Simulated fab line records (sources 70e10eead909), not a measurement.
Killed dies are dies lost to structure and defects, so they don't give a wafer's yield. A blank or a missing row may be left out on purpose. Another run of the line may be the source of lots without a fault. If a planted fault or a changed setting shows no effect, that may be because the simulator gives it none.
A struck lot beside a sound one    flow nandHarc    33 steps out of a route of 1302
Sound: wafers L305.1, L305.2, L305.4. Struck: wafer L299.3 (left out: L299.1, L299.6 of the same lot, which were not struck); the cause appears at the end.
At each step with rows: each side's tool, then ch and its chambers, then its first start. Under that, the readings that differ: sound wafers    struck wafers    difference of the means    sigmas: that difference in standard deviations of wafers without a fault.
alike: words and numbers the same on both sides, and readings whose means are apart by under 2 such deviations; not compared: readings that were withheld, readings missing a value for some wafer, numbers with overlapping values and no deviation given by the record, and bounds like >300 which may hide the same value.
Wherever a step has rows on one side only, a row that says differs or no value, or a row with sigmas, the two part there. Numbers that don't overlap but have no deviation are shown without sigmas and don't part them. A reading that every wafer of one side lacks parts them only if that side has two wafers or more.

first, 9 steps without rows for these wafers: NHARC_A_M1_DESCUM_14 (chemistry O2, time 3 s); NHARC_A_M1_ETCH_35 (etches the open film in N2/H2, target depth 40 nm, overetch 12 nm, time 43.94 s); NHARC_A_M1_ETCH_15 (etches the open film in C4F8/Ar, target depth 182.5 nm, time 91.2 s); NHARC_A_M1_STRIP_18 (strips in N2/H2); NHARC_A_M1_ETCH_28 (etches the open film in CF4/N2, target depth 30 nm, time 72.99 s); NHARC_A_M1_STRIP_19 (strips in post etch residue remover, time 600 s); NHARC_A_M1_DEGAS_29 (time 60 s); NHARC_A_M1_PRE_CLEAN_30 (time 30 s); NHARC_A_M1_PVD_20 (deposits TaN, target thk 5 nm, time 8.06 s).
NHARC_A_M1_PVD_21: deposits Cu, target thk 30 nm, time 20.49 s.
  sound on pvdSputter-02 at day 30 22:44; struck on pvdSputter-01 at day 28 08:37
  alike: throttleValvePct
then, 22 steps without rows for these wafers: NHARC_A_M1_ECD_22 (material Cu, target thk 400 nm); NHARC_A_M1_ANNEAL_31 (time 90 s); NHARC_A_M1_CMP_23 (polishes, t overpolish 20 s, target thk 154.34 nm); NHARC_A_M1_SRD_25; NHARC_A_M1_PRE_CLEAN_32 (time 12 s); NHARC_A_M1_DEP_33 (deposits SiCN, target thk 30 nm); NHARC_A_BONDPAD_DEP_00 (deposits SiCN, target thk 250 nm); NHARC_A_BONDPAD_CMP_29 (polishes SiCN, target thk 200 nm); NHARC_A_BONDPAD_SRD_31; NHARC_A_BONDPAD_DEHYDRATE_01 (time 120 s); NHARC_A_BONDPAD_HMDS_02 (time 30 s); NHARC_A_BONDPAD_COAT_33 (time 65 s); NHARC_A_BONDPAD_COAT_03 (resist thk 600 nm); NHARC_A_BONDPAD_SOFTBAKE_04 (time 70 s); NHARC_A_BONDPAD_EBR_05; NHARC_A_BONDPAD_EXPOSE_06 (exposes mask A BPAD); NHARC_A_BONDPAD_PEB_07 (peb time 80 s); NHARC_A_BONDPAD_DEVELOP_08 (time 50 s); NHARC_A_BONDPAD_HARDBAKE_10 (time 65 s); NHARC_A_BONDPAD_DESCUM_11 (chemistry O2, time 3 s); NHARC_A_BONDPAD_ETCH_34 (etches the open film in N2/H2, target depth 60 nm, overetch 18 nm, time 65.91 s); NHARC_A_BONDPAD_ETCH_12 (etches the open film in CHF3/O2, target depth 220 nm, time 110 s).
NHARC_END_SORT_01:
  sound on prober-01 ch 0, day 32 15:21; struck on prober-01 ch 0, day 30 00:44
reading                 sound           struck  difference  sigmas
defectLimitedYield (%)  92.0 93.1 92.9  0       -93         -39
killedAtArray           47 44 46        671     +625        +39
killedAtOther           5 2 0           0       -2          -2
killedDies              54 47 48        677     +627        +39
sort_bin_2_pct (%)      2.7 2.8 1.6     97.2    +94.8       +95
sortNPass               623 630 629     0       -627        -39
sortRimYieldPct (%)     87 86 83        0       -85         -20
sortYieldPct (%)        92.0 93.1 92.9  0       -93         -39
  alike: killedAtPeriphery, killedOpen, killedShort, sort_bin_3_pct, sort_bin_4_pct

WHERE THEY PART
NHARC_END_SORT_01 only, going by this record.

WHY: what had been put in by the simulator
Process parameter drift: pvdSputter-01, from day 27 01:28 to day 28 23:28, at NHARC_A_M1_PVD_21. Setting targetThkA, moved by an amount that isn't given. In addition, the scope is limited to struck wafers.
